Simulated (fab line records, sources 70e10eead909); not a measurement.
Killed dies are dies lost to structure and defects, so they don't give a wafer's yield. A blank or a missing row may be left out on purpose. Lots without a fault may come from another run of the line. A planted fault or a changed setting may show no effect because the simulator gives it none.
fab line records | flow nand_harc | part 1 of 2: steps 1 to 21 of 31
record lots=5 wafers=15 last_day=33
route steps=1302 shown A_SLIT@932 A_SIN_REMOVE@947 A_WL_FILL@952
lots that met no fault: from a run of the same line without faults
start_h: hours from the record's first day to the start of the lot's first wafer shown | wait_h: hours since the lot's step before | " the same as in the row above | L1.1+2: a row that stands for several wafers | - no value, or no start given | * or withheld: withheld | < > ~ a bound
route shown NAME@n: a module of which the file shows steps, and the number in the route of the first | usual: mean/standard deviation of fault-free wafers | same: alike in all rows | chamber/n: place in a boat | sites: the reading at each site | _std_site: their standard deviation | _edge_site: outer sites' mean less inner sites' | radius_mm: how far each site lies from the wafer's centre | mask NAME#n: copy n | behind: the tool/chamber that last shaped the wafer | hold: why the lot was held/for how many hours/how that ended | device: the transistor (n, p or np) that didn't switch | end of line: the same wafers' tests at the end of the route | a step without rows: its recipe alone | killed: dies lost to structure and defects at the first sort, not the wafer's yield | map: a wafer's dies, x killed, . not, _ none there
set.NAME: the setting as run; set.NAME@STEP: as run at that earlier step | model.NAME: the simulator's own value behind a step, which no gauge read
lots at some steps of the route; a table a step, a row a wafer
services: from which hour (start_h, from the record's first day; less than 0 if before it) a tool's chamber was out of use, for how many hours, and why
## steps
# step NHARC_A_SLIT_DEVELOP_08
# recipe develop_time_s=35 dev_temp_c=23
# columns lot.wafer tool chamber start_h wait_h
L077.1+4+5 litho_track-01 0 - -
L081.1+4+5 litho_track-06 0 - -
L085.1+2+4 litho_track-01 0 - -
L087.1+3+4 litho_track-06 0 - -
L096.1+3+5 litho_track-01 0 - -
# step NHARC_A_SLIT_CD_MEAS_09
# recipe target_cd_nm=300 landing_energy_ev=500
# usual cd_nm=299.9/0.44
# columns lot.wafer tool chamber start_h wait_h cd_nm
L077.1 cd_sem-01 0 495.98 - 300.0
L077.4 " 0 " " 299.8
L077.5 " 0 " " 300.7
L081.1 cd_sem-02 0 524.63 - 299.7
L081.4 " 0 " " 299.1
L081.5 " 0 " " 299.3
L085.1 cd_sem-03 0 558.60 - 300.3
L085.2 " 0 " " 299.3
L085.4 " 0 " " 300.1
L087.1 cd_sem-02 0 581.03 - 299.7
L087.3 " 0 " " 299.7
L087.4 " 0 " " 299.8
L096.1 cd_sem-01 0 661.41 - 300.1
L096.3 " 0 " " 300.1
L096.5 " 0 " " 300.6
# step NHARC_A_SLIT_OVL_MEAS_10
# usual overlay_x_nm=0.3/0.89 overlay_y_nm=0.2/0.88
# columns lot.wafer tool chamber start_h wait_h overlay_x_nm overlay_y_nm
L077.1 overlay-01 - 496.07 - 1.3 -0.1
L077.4 " - " " 1.0 -0.1
L077.5 " - " " 1.3 0.1
L081.1 overlay-02 - 524.73 - -0.7 -1.0
L081.4 " - " " -0.4 -0.5
L081.5 " - " " -0.4 -1.2
L085.1 overlay-02 - 558.69 - -0.3 -0.4
L085.2 " - " " -0.6 -0.7
L085.4 " - " " -0.6 0.1
L087.1 overlay-01 - 581.12 - 0.8 1.1
L087.3 " - " " 1.1 0.4
L087.4 " - " " 0.9 0.9
L096.1 overlay-01 - 661.49 - 0.8 1.0
L096.3 " - " " 0.3 1.1
L096.5 " - " " 0.1 1.3
# step NHARC_A_SLIT_INSPECT_11
# usual raw_defect_count=58/31
# columns lot.wafer tool chamber start_h wait_h raw_defect_count
L077.1 defect_inspect-02 - 496.11 0.0 33
L077.4 " - " " 24
L077.5 " - " " 29
L081.1 defect_inspect-02 - 524.77 0.0 66
L081.4 " - " " 80
L081.5 " - " " 64
L085.1 defect_inspect-02 - 558.72 0.0 50
L085.2 " - " " 54
L085.4 " - " " 53
L087.1 defect_inspect-02 - 581.16 0.0 13
L087.3 " - " " 12
L087.4 " - " " 12
L096.1 defect_inspect-01 - 661.53 0.0 39
L096.3 " - " " 25
L096.5 " - " " 22
# step NHARC_A_SLIT_DESCUM_14
# recipe time_s=3 o2_flow_sccm=200 ar_flow_sccm=0 bias_power_w=0 chemistry=O2
# usual drypump_motor_current_A=5.7/0.44 oes_product_au=1.000/0.0084 rf_vpp_V=57.8/0.88 showerhead_plenum_p_Torr=1.92/0.066 throttle_valve_pct=11.311/0.0095
# columns lot.wafer tool chamber start_h wait_h drypump_motor_current_A oes_product_au rf_hours_counter_h rf_vpp_V showerhead_plenum_p_Torr throttle_valve_pct
L077.1 rie_diel-04 0 496.17 0.1 5.8 0.987 8.1 56.7 1.82 11.315
L077.4 " 2 " " 5.6 0.987 7.9 58.8 1.97 11.295
L077.5 " 1 " " 6.2 0.996 - 55.6 1.88 11.315
L081.4 rie_diel-06 2 524.83 0.1 5.8 0.991 2.0 58.5 1.96 11.313
L081.1 " 3 " " 6.0 1.000 2.0 57.5 1.98 11.309
L081.5 " 2 " " 5.8 1.003 - 57.7 1.96 11.319
L085.1 rie_diel-06 0 558.79 0.1 4.8 0.995 5.5 56.6 1.86 11.308
L085.2 " 1 " " 6.0 0.993 5.0 58.5 1.94 11.291
L085.4 " 2 " " 5.8 0.995 4.6 57.5 1.95 11.319
L087.1 rie_diel-04 0 581.23 0.1 5.8 1.002 2.6 57.1 1.82 11.317
L087.4 " 1 " " 6.2 1.011 1.9 58.6 1.88 11.314
L087.3 " 2 " " 5.7 1.010 1.9 58.7 1.97 11.305
L096.1 rie_diel-08 1 661.60 0.1 5.5 1.008 4.3 57.5 1.84 11.306
L096.3 " 3 " " 6.1 1.007 6.2 56.9 1.92 11.291
L096.5 " 1 " " 5.5 1.004 - 55.9 1.84 11.303
# step NHARC_A_SLIT_ETCH_24
# recipe target_depth_a=1210 time_s=60.5 cf4_flow_sccm=100 chf3_flow_sccm=30 ar_flow_sccm=0 rf_w=500 bias_w=200 chemistry=CF4/CHF3
# usual chf3_flow_sccm=29.99/0.094 drypump_motor_current_A=5.7/0.43 oes_product_au=0.962/0.012 rf_vpp_V=370.7/1.9 showerhead_plenum_p_Torr=1.58/0.051 throttle_valve_pct=16.802/0.009
# columns lot.wafer tool chamber start_h wait_h chf3_flow_sccm drypump_motor_current_A oes_product_au rf_hours_counter_h rf_vpp_V showerhead_plenum_p_Torr throttle_valve_pct
L077.1 rie_diel-04 0 496.26 0.1 30.06 5.8 0.955 8.1 366.6 1.50 16.796
L077.4 " 1 " " 29.90 6.2 0.951 7.6 369.9 1.55 16.799
L077.5 " 3 " " 30.02 5.2 0.962 - 372.6 1.63 16.805
L081.1 rie_diel-06 1 524.91 0.1 30.15 6.0 0.959 1.9 371.1 1.60 16.802
L081.4 " 3 " " 30.00 6.1 0.957 2.0 371.9 1.63 16.789
L081.5 " 2 " " 29.89 5.8 0.950 - 370.8 1.61 16.813
L085.2 rie_diel-06 0 558.87 0.1 29.98 4.7 0.960 5.5 367.9 1.54 16.795
L085.4 " 2 " " 30.06 5.8 0.970 4.7 369.8 1.61 16.802
L085.1 " 3 " " 30.02 6.0 0.965 5.1 371.1 1.63 16.801
L087.1 rie_diel-04 1 581.30 0.1 30.06 6.2 0.965 1.9 370.2 1.55 16.806
L087.4 " 2 " " 29.94 5.6 0.977 1.9 373.1 1.62 16.806
L087.3 " 3 " " 30.06 5.2 0.959 2.5 373.7 1.63 16.793
L096.3 rie_diel-08 1 661.68 0.1 30.08 5.5 0.960 4.3 368.4 1.52 16.806
L096.1 " 3 " " 30.03 6.1 0.967 6.2 371.1 1.58 16.802
L096.5 " 2 " " 29.86 5.4 0.980 - 368.1 1.50 16.793
# step NHARC_A_SLIT_ETCH_15
# recipe target_depth_a=62000 over_etch_frac=0.3 time_s=1612 ion_energy_ev=150 o2_flow_sccm=400 cos_flow_sccm=20 ar_flow_sccm=0 rf_w=500 bias_w=300 chemistry=O2/COS
# usual drypump_motor_current_A=5.7/0.42 oes_product_au=0.997/0.0075 rf_vpp_V=314.4/1.7 showerhead_plenum_p_Torr=3.14/0.099 throttle_valve_pct=28.331/0.0086
# columns lot.wafer tool chamber start_h wait_h drypump_motor_current_A oes_product_au rf_hours_counter_h rf_vpp_V showerhead_plenum_p_Torr throttle_valve_pct
L077.4 rie_diel-04 0 - - 5.9 0.997 8.3 312.0 2.98 28.329
L077.1 " 3 " " 5.1 0.986 7.5 314.9 3.24 28.332
L077.5 " 1 " " 6.2 1.000 - 316.0 3.07 28.312
L081.4 rie_diel-06 3 - - 6.1 0.989 2.2 316.9 3.23 28.332
L081.1 " 1 " " 6.1 0.986 2.2 314.1 3.17 28.332
L081.5 " 3 " " 6.1 0.983 - 317.3 3.23 28.317
L085.4 rie_diel-06 0 - - 4.7 1.000 5.7 312.9 3.05 28.332
L085.1 " 1 " " 6.0 1.011 5.3 314.9 3.16 28.343
L085.2 " 3 " " 6.0 1.000 5.3 315.4 3.23 28.338
L087.1 rie_diel-04 1 - - 6.2 1.010 2.2 312.1 3.07 28.327
L087.4 " 3 " " 5.2 0.994 2.7 316.9 3.24 28.324
L087.3 " 0 " " 5.8 0.998 2.8 312.2 2.97 28.330
L096.1 rie_diel-08 3 - - 6.1 0.988 6.4 315.3 3.14 28.341
L096.3 " 1 " " 5.5 0.998 4.6 311.3 3.01 28.332
L096.5 " 0 " " 5.9 1.003 - 316.8 3.30 28.336
# step NHARC_A_SLIT_ETCH_17
# recipe bias_v=900 source_w=withheld pressure_mtorr=20 ar_flow_sccm=375 c4f8_flow_sccm=83.3 o2_flow_sccm=41.7 time_s=4254.5 target_depth_a=2.03e+05 chemistry=C4F8/O2/Ar
# usual drypump_motor_current_A=6.1/0.32 showerhead_plenum_p_Torr=3.71/0.17 throttle_valve_pct=32.045/0.0083
# columns lot.wafer tool chamber start_h wait_h drypump_motor_current_A rf_hours_counter_h showerhead_plenum_p_Torr throttle_valve_pct
L077.1 har_etch-02 1 497.41 - 5.7 58 3.91 32.047
L077.4 " 0 499.24 - 6.5 - 3.86 32.063
L077.5 " 0 500.46 - 6.6 - 3.86 32.049
L081.1 har_etch-01 1 526.69 - 5.9 291 3.62 32.049
L081.4 " 0 " " 6.2 - 3.48 32.046
L081.5 " 1 529.12 - 5.9 - 3.62 32.040
L085.2 har_etch-02 1 560.04 - 5.7 100 3.88 32.044
L085.1 " 0 " " 6.5 100 3.84 32.037
L085.4 " 0 561.86 - 6.6 - 3.84 32.043
L087.1 har_etch-02 0 583.07 - 6.5 111 3.83 32.040
L087.3 " 1 " " 5.7 - 3.88 32.053
L087.4 " 0 " " 6.5 - 3.83 32.045
L096.1 har_etch-02 0 665.62 - 6.6 157 3.81 32.034
L096.3 " 0 666.82 - 6.5 - 3.81 32.033
L096.5 " 1 668.62 - 5.7 - 3.85 32.029
# step NHARC_A_SLIT_ETCH_26
# recipe bias_v=400 source_w=2000 pressure_mtorr=25 time_s=90 ar_flow_sccm=375 c4f8_flow_sccm=41.7 o2_flow_sccm=83.3 target_depth_a=4000 chemistry=C4F8/O2/Ar
# usual drypump_motor_current_A=6.1/0.32 showerhead_plenum_p_Torr=3.75/0.17 throttle_valve_pct=27.619/0.0094
# columns lot.wafer tool chamber start_h wait_h drypump_motor_current_A rf_hours_counter_h showerhead_plenum_p_Torr throttle_valve_pct
L077.1 har_etch-02 1 501.07 3.0 5.7 61 3.94 27.612
L077.4 " 0 " " 6.5 - 3.90 27.609
L077.5 " 0 " " 6.6 - 3.90 27.631
L081.1 har_etch-01 1 529.76 2.5 5.9 294 3.65 27.607
L081.4 " 0 " " 6.2 - 3.51 27.610
L081.5 " 1 " " 5.9 - 3.65 27.634
L085.2 har_etch-02 1 563.68 3.0 5.7 102 3.92 27.616
L085.1 " 0 " " 6.6 102 3.87 27.625
L085.4 " 0 " " 6.5 - 3.87 27.609
L087.1 har_etch-02 0 586.11 2.4 6.5 114 3.87 27.636
L087.3 " 1 " " 5.7 - 3.91 27.626
L087.4 " 0 " " 6.5 - 3.87 27.631
L096.1 har_etch-02 0 669.22 3.0 6.5 160 3.84 27.605
L096.3 " 0 " " 6.5 - 3.84 27.613
L096.5 " 1 " " 5.7 - 3.89 27.614
# step NHARC_A_SLIT_STRIP_28
# recipe o2_flow_sccm=400 cos_flow_sccm=20 ar_flow_sccm=0 bias_w=0 chemistry=O2/COS
# columns lot.wafer tool chamber start_h wait_h
L077.4+1+5 rie_diel-06 0,3,1 501.85 0.7
L081.4+1+5 rie_diel-04 2,3,0 530.54 0.7
L085.4+2+1 rie_diel-08 2,3,1 564.47 0.7
L087.1+4+3 rie_diel-04 3,0,2 586.87 0.7
L096.1+3+5 rie_diel-08 3,0,0 670.01 0.8
# step NHARC_A_SLIT_ETCH_29
# recipe target_depth_a=1000 overetch_a=100 time_s=55 ion_energy_ev=100 cf4_flow_sccm=80 o2_flow_sccm=20 ar_flow_sccm=0 rf_w=300 bias_w=100 chemistry=CF4/O2
# usual drypump_motor_current_A=5.7/0.4 oes_product_au=0.999/0.008 rf_vpp_V=197.9/1.3 showerhead_plenum_p_Torr=1.34/0.046 throttle_valve_pct=13.398/0.0082
# columns lot.wafer tool chamber start_h wait_h drypump_motor_current_A oes_product_au rf_hours_counter_h rf_vpp_V showerhead_plenum_p_Torr throttle_valve_pct
L077.4 rie_diel-06 0 501.95 0.1 4.7 0.996 1.5 197.3 1.30 13.398
L077.1 " 3 " " 6.0 0.995 1.6 200.0 1.38 13.402
L077.5 " 1 " " 6.0 1.015 - 198.9 1.35 13.401
L081.1 rie_diel-04 2 530.61 0.1 5.6 0.992 9.2 198.2 1.37 13.387
L081.4 " 0 " " 5.8 1.000 9.6 196.4 1.27 13.406
L081.5 " 3 " " 5.1 0.994 - 197.4 1.39 13.396
L085.1 rie_diel-08 1 564.85 0.3 5.5 1.009 0.1 196.7 1.29 13.410
L085.4 " 2 " " 5.4 1.013 1.2 198.2 1.27 13.393
L085.2 " 3 " " 6.1 1.000 1.3 199.0 1.34 13.400
L087.4 rie_diel-04 2 586.97 0.1 5.7 1.009 2.9 199.1 1.37 13.385
L087.3 " 3 " " 5.2 1.000 3.1 198.0 1.39 13.388
L087.1 " 0 " " 5.8 1.013 3.2 195.6 1.27 13.393
L096.3 rie_diel-08 2 670.11 0.1 5.5 1.007 5.7 196.0 1.27 13.382
L096.1 " 3 " " 6.1 1.008 7.2 197.4 1.34 13.391
L096.5 " 2 " " 5.5 1.013 - 196.0 1.27 13.384
# step NHARC_A_SLIT_STRIP_18
# recipe o2_flow_sccm=500 ar_flow_sccm=0 bias_w=0 chemistry=O2
# usual drypump_motor_current_A=5.7/0.41 oes_product_au=0.998/0.0082 rf_vpp_V=57.8/0.9 showerhead_plenum_p_Torr=3.55/0.12 throttle_valve_pct=17.037/0.0097
# columns lot.wafer tool chamber start_h wait_h drypump_motor_current_A oes_product_au rf_hours_counter_h rf_vpp_V showerhead_plenum_p_Torr throttle_valve_pct
L077.4 rie_diel-06 2 - - 5.7 0.999 1.6 57.1 3.60 17.041
L077.1 " 3 " " 6.0 0.993 1.6 58.0 3.65 17.024
L077.5 " 1 " " 6.1 0.998 - 58.3 3.58 17.035
L081.1 rie_diel-04 3 - - 5.1 0.989 8.7 57.9 3.66 17.043
L081.4 " 0 " " 5.9 0.999 9.6 54.9 3.36 17.037
L081.5 " 3 " " 5.1 0.974 - 57.8 3.66 17.053
L085.4 rie_diel-08 0 - - 5.9 0.994 0.2 58.9 3.73 17.038
L085.1 " 1 " " 5.5 0.996 0.2 57.7 3.41 17.035
L085.2 " 2 " " 5.5 1.006 1.2 55.8 3.37 17.039
L087.4 rie_diel-04 0 - - 5.9 1.000 3.2 57.5 3.36 17.048
L087.1 " 2 " " 5.6 0.995 3.0 58.5 3.63 17.046
L087.3 " 3 " " 5.1 0.989 3.1 57.0 3.66 17.042
L096.1 rie_diel-08 0 - - 5.8 0.991 6.4 57.9 3.73 17.016
L096.3 " 2 " " 5.5 1.011 5.7 56.2 3.36 17.051
L096.5 " 1 " " 5.5 1.006 - 57.3 3.40 17.035
# step NHARC_A_SLIT_PRECLEAN_19
# recipe time_s=* temp_c=50 bath_age_min=0 chemistry=SC1
# usual diw_flow_mL_min=1415/4.1
# columns lot.wafer tool chamber start_h wait_h diw_flow_mL_min
L077.5 wet_bench-06 6 502.34 - 1413
L077.1 " 1 " " 1415
L077.4 " 3 " " 1424
L081.5 wet_bench-04 7 531.02 - 1422
L081.4 " 0 " " 1413
L081.1 " 1 " " 1414
L085.4 wet_bench-06 1 565.25 - 1415
L085.1 " 4 " " 1413
L085.2 " 6 " " 1417
L087.1 wet_bench-06 2 587.38 - 1413
L087.4 " 4 " " 1409
L087.3 " 5 " " 1411
L096.3 wet_bench-01 5 670.50 - 1413
L096.5 " 6 " " 1418
L096.1 " 0 " " 1421
# step NHARC_A_SLIT_SRD_20
# columns lot.wafer tool chamber start_h wait_h
L077.5+1+4 wet_bench-06 6,1,3 - -
L081.5+4+1 wet_bench-04 7,0,1 - -
L085.4+1+2 wet_bench-06 1,4,6 - -
L087.1+4+3 wet_bench-06 2,4,5 - -
L096.3+5+1 wet_bench-01 5,6,0 - -
# step NHARC_A_SLIT_CD_MEAS_21
# usual cd_nm=289.3/0.7
# columns lot.wafer tool chamber start_h wait_h cd_nm
L077.1 cd_sem-03 - 502.48 - 288.3
L077.4 " - " " 288.6
L077.5 " - " " 288.8
L081.1 cd_sem-03 - 531.14 - 288.6
L081.4 " - " " 289.0
L081.5 " - " " 288.8
L085.1 cd_sem-01 - 565.39 - 288.7
L085.2 " - " " 288.7
L085.4 " - " " 288.6
L087.1 cd_sem-03 - 587.50 - 290.3
L087.3 " - " " 290.2
L087.4 " - " " 290.6
L096.1 cd_sem-01 - 670.64 - 290.6
L096.3 " - " " 290.6
L096.5 " - " " 290.5
# step NHARC_A_SIN_REMOVE_WET_00
# recipe temp_c=160 time_s=15300 chemistry=H3PO4
# columns lot.wafer tool chamber start_h wait_h
L077.1+4+5 wet_h3po4-01 1 503.69 1.2
L081.1+4+5 wet_h3po4-01 1 532.82 1.7
L085.1+2+4 wet_h3po4-02 0 567.06 1.7
L087.1+3+4 wet_h3po4-02 1 588.55 1.0
L096.1+3+5 wet_h3po4-01 1 672.31 1.7
# step NHARC_A_SIN_REMOVE_PRECLEAN_01
# recipe time_s=* temp_c=50 bath_age_min=0 chemistry=SC1
# usual diw_flow_mL_min=1415/4
# columns lot.wafer tool chamber start_h wait_h diw_flow_mL_min
L077.1 wet_bench-03 4 508.57 0.0 1418
L077.4 " 5 " " 1420
L077.5 " 6 " " 1420
L081.4 wet_bench-07 2 537.66 0.0 1409
L081.5 " 4 " " 1417
L081.1 " 5 " " 1423
L085.4 wet_bench-03 2 571.81 0.0 1415
L085.1 " 5 " " 1417
L085.2 " 7 " " 1415
L087.3 wet_bench-02 0 593.39 0.0 1423
L087.1 " 1 " " 1409
L087.4 " 2 " " 1422
L096.3 wet_bench-02 4 677.11 0.0 1422
L096.5 " 5 " " 1409
L096.1 " 7 " " 1409
# step NHARC_A_SIN_REMOVE_SRD_02
# columns lot.wafer tool chamber start_h wait_h
L077.1+4+5 wet_bench-03 4,5,6 - -
L081.4+5+1 wet_bench-07 2,4,5 - -
L085.4+1+2 wet_bench-03 2,5,7 - -
L087.3+1+4 wet_bench-02 0,1,2 - -
L096.3+5+1 wet_bench-02 4,5,7 - -
# step NHARC_A_SIN_REMOVE_INSPECT_04
# usual raw_defect_count=374/84
# columns lot.wafer tool chamber start_h wait_h raw_defect_count
L077.1 defect_inspect-01 - 508.74 0.0 341
L077.4 " - " " 384
L077.5 " - " " 373
L081.1 defect_inspect-02 - 537.84 0.0 492
L081.4 " - " " 492
L081.5 " - " " 516
L085.1 defect_inspect-02 - 572.00 0.0 423
L085.2 " - " " 327
L085.4 " - " " 297
L087.1 defect_inspect-01 - 593.57 0.0 266
L087.3 " - " " 257
L087.4 " - " " 244
L096.1 defect_inspect-01 - 677.29 0.0 355
L096.3 " - " " 281
L096.5 " - " " 311
# step NHARC_A_WL_FILL_ALD_00
# recipe target_thk_a=30 pulse_time_s=3 ald_cycles=30 temp_c=300 material=Al2O3
# usual heater_power_w=460/44 precursor_pulse_height_rel=0.997/0.019
# columns lot.wafer tool chamber start_h wait_h heater_power_w precursor_pulse_height_rel
L077.1 ald_hk-02 3 508.85 0.1 531 0.998
L077.4 " 0 " " 431 0.990
L077.5 " 2 " " 526 0.974
L081.4 ald_hk-02 3 537.96 0.1 532 0.980
L081.1 " 0 " " 434 1.002
L081.5 " 1 " " 458 1.000
L085.4 ald_hk-01 2 572.06 0.1 433 0.989
L085.1 " 3 " " 397 1.012
L085.2 " 1 " " 509 0.986
L087.4 ald_hk-02 3 593.63 0.1 521 1.008
L087.1 " 0 " " 425 1.006
L087.3 " 1 " " 467 1.006
L096.3 ald_hk-04 2 677.39 0.1 436 1.026
L096.1 " 3 " " 463 1.057
L096.5 " 1 " " 445 1.030
# step NHARC_A_WL_FILL_RTA_01
# recipe temp_c=1000 time_s=5
# usual lamp_power_pct=29.8/1.6 lamp_zone_2_pct=29.8/1.6 wafer_temp_C_max=1004.9/1.6
# columns lot.wafer tool chamber start_h wait_h lamp_power_pct lamp_zone_2_pct wafer_temp_C_max
L077.1 rtp_anneal-02 0 509.06 - 31.5 31.5 1006.7
L077.4 " 0 " " 31.5 31.5 1007.8
L077.5 " 0 " " 31.5 31.5 1008.0
L081.1 rtp_anneal-01 0 538.17 - 28.3 28.3 1002.7
L081.4 " 0 " " 28.3 28.3 1002.7
L081.5 " 0 " " 28.3 28.3 1002.8
L085.1 rtp_anneal-01 0 572.50 0.3 28.3 28.4 1002.8
L085.2 " 0 " " 28.3 28.3 1002.0
L085.4 " 0 " " 28.3 28.4 1004.0
L087.1 rtp_anneal-01 0 593.89 - 28.3 28.3 1004.2
L087.3 " 0 " " 28.3 28.3 1004.5
L087.4 " 0 " " 28.3 28.3 1003.9
L096.1 rtp_anneal-01 0 677.62 - 28.3 28.3 1003.6
L096.3 " 0 " " 28.3 28.3 1003.8
L096.5 " 0 " " 28.3 28.3 1003.8
